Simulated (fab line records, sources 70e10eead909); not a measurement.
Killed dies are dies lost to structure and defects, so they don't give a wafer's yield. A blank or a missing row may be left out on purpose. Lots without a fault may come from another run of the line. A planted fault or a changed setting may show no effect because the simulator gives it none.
Chamber matching | flow nand_harc | NHARC_P_M1_CMP_23 on cmp-03: 4 sister chambers
The step polishes, t overpolish 20 s, target thk 157.82 nm. 16 wafers are shown with their chamber, then 7 later ones without.

WAFERS WITH THEIR CHAMBER
wafer  | chamber | motor_current_A (A) | time_to_endpoint_s (s) | pad_life_wafers
L074.1 | 1       | 13.0                | 29.8                   | 516
L074.2 | 3       | 11.9                | 29.2                   | 518
L074.4 | 2       | 13.1                | 23.7                   | 517
L078.2 | 0       | 11.4                | 30.5                   | 67
L078.4 | 2       | 12.9                | 31.7                   | 69
L080.3 | 1       | 12.3                | 31.3                   | 120
L080.4 | 0       | 11.8                | 29.3                   | 123
L081.1 | 2       | 12.3                | 28.0                   | 224
L081.4 | 3       | 12.3                | 29.5                   | 225
L082.1 | 0       | 11.4                | 27.1                   | 231
L085.2 | 2       | 11.7                | 28.9                   | 307
L085.4 | 1       | 13.5                | 28.9                   | 306
L087.2 | 2       | 12.8                | 26.8                   | 361
L089.1 | 3       | 12.2                | 26.1                   | 451
L089.4 | 0       | 11.3                | 25.6                   | 452
L093.3 | 2       | 12.7                | 26.2                   | 507

SIGNATURES (means of the wafers above)
reading            | chamber 0 | chamber 1 | chamber 2 | chamber 3 | scatter within a chamber
motor_current_A    | 11.475    | 12.933    | 12.583    | 12.133    | 0.433
time_to_endpoint_s | 28.125    | 30.000    | 27.550    | 28.267    | 2.25
pad_life_wafers    | 218.25    | 314.00    | 330.83    | 398.00    | 173
Rule: a wafer's distance from a chamber is the root of the sum, over the readings, of the square of ((its reading less the chamber's mean) divided by the reading's scatter). The wafer belongs to the nearest chamber; if the next one is less than 2 further off, it can't be placed. The scatter: the root of (the sum of the squares of (reading less its chamber's mean) over the shown wafers, divided by (wafers less chambers)).

WAFERS WITHOUT THEIR CHAMBER
wafer  | motor_current_A (A) | time_to_endpoint_s (s) | pad_life_wafers
L092.3 | 11.9                | 28.0                   | 512
L092.4 | 12.6                | 30.1                   | 510
L094.2 | 12.3                | 25.3                   | 73
L094.3 | 11.1                | 26.5                   | 74
L094.4 | 12.6                | 30.5                   | 75
L095.3 | 12.2                | 30.6                   | 87
L095.4 | 13.3                | 30.2                   | 86

WHICH CHAMBER EACH WENT THROUGH
wafer  | from the rows above               | in truth
L092.3 | can't be placed: 3 or 2 or 0 or 1 | 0
L092.4 | can't be placed: 1 or 3 or 2 or 0 | 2
L094.2 | can't be placed: 2 or 3 or 0 or 1 | 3
L094.3 | can't be placed: 0 or 3           | 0
L094.4 | can't be placed: 1 or 2 or 3 or 0 | 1
L095.3 | can't be placed: 3 or 0 or 2 or 1 | 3
L095.4 | can't be placed: 1 or 2 or 3      | 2
Placed correctly: 0 of 7. Can't be placed from these rows: 7 (the true chamber is among the candidates in 7). Placed wrongly: 0.
